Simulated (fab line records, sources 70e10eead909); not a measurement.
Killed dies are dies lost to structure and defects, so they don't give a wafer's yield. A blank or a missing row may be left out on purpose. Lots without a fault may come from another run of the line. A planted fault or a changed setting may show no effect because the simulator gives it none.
Chamber matching | flow nand_harc | NHARC_A_CHANNEL_FILL_D1_STRIP_28 on rie_diel-10: 4 sister chambers
The step strips in O2, time 20 s. 4 wafers are shown with their chamber, then 7 later ones without.

WAFERS WITH THEIR CHAMBER
wafer  | chamber | showerhead_plenum_p_Torr (Torr)
L362.1 | 0       | 3.78
L362.2 | 3       | 3.62
L364.2 | 2       | 3.45
L364.4 | 1       | 3.36

WAFERS WITHOUT THEIR CHAMBER
wafer  | showerhead_plenum_p_Torr (Torr)
L364.6 | 3.45
L365.1 | 3.78
L365.2 | 3.45
L365.3 | 3.36
L374.1 | 3.36
L374.5 | 3.44
L374.6 | 3.36

WHICH CHAMBER EACH WENT THROUGH
wafer  | from the rows above | in truth
L364.6 | 2                   | 2
L365.1 | 0                   | 0
L365.2 | 2                   | 2
L365.3 | 1                   | 1
L374.1 | 1                   | 1
L374.5 | 2                   | 2
L374.6 | 1                   | 1
Placed correctly: 7 of 7. Can't be placed from these rows: 0. Placed wrongly: 0.
How it was worked out, from the rows above alone: a wafer's distance from a chamber is the root of the sum, over the readings, of the square of ((its reading less the chamber's mean) divided by the reading's scatter). The wafer belongs to the nearest chamber; if the next one is less than 2 further off, it can't be placed. A chamber's mean is the mean of its shown wafers. The scatter: with one shown wafer a chamber, the root of the mean of the squares of how far each hidden wafer lies from its nearest shown one.
